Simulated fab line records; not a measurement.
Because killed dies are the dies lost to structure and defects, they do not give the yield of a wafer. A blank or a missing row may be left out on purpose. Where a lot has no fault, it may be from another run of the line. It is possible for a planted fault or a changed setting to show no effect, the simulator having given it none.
Matching of chambers	flow nandHarc	NHARC_A_CHANNEL_FILL_D1_CMP_10 on cmp-01 has 4 sister chambers
The step polishes, target thk 150 nm. 8 wafers are shown with their chamber, then 11 later ones without.

== WAFERS, EACH WITH ITS CHAMBER ==
wafer	chamber	motorCurrentA (A)	timeToEndpointS (s)
L079.6	3	12.8	17.1
L083.3	0	11.3	14.9
L086.5	0	12.5	17.9
L086.6	1	12.6	15.7
L091.3	2	14.2	15.9
L091.5	1	12.1	18.1
L091.6	2	13.0	15.7
L092.2	3	12.3	19.4

== WAFERS WITH NO CHAMBER GIVEN ==
wafer	motorCurrentA (A)	timeToEndpointS (s)
L092.4	13.8	16.2
L092.5	12.0	16.0
L094.3	13.5	13.7
L094.4	14.0	15.4
L094.5	13.0	16.8
L096.1	11.5	18.3
L096.3	12.8	12.8
L096.5	13.6	17.4
L097.2	13.0	16.8
L097.3	11.8	16.1
L097.6	14.0	17.2

== WHICH CHAMBER EACH ONE RAN IN ==
wafer	from the rows above	in truth
L092.4	can't be placed: 2 or 1 or 3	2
L092.5	can't be placed: 0 or 1 or 3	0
L094.3	can't be placed: 2 or 1 or 0 or 3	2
L094.4	2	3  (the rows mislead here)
L094.5	can't be placed: 1 or 2 or 3 or 0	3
L096.1	can't be placed: 0 or 1 or 3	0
L096.3	can't be placed: 2 or 0 or 1 or 3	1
L096.5	can't be placed: 2 or 3 or 1 or 0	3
L097.2	can't be placed: 1 or 2 or 3 or 0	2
L097.3	can't be placed: 0 or 1 or 3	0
L097.6	can't be placed: 2 or 3 or 1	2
Correctly placed: 0 of 11. Cannot be placed on the basis of these rows: 10; the candidates contain the true chamber in 10. Number placed wrongly: 1.
How it was worked out, from the rows above alone: a wafer's distance from a chamber is the root of the sum, over the readings, of the square of ((its reading less the chamber's mean) divided by the reading's scatter). If the next closest chamber is less than 2 further off than the closest, the wafer can't be placed; otherwise it belongs to the closest. The mean given for a chamber averages the wafers shown for that chamber. The scatter: take each reading less its chamber's mean, square it, sum over the shown wafers, divide by the number of wafers less the number of chambers, and take the root.
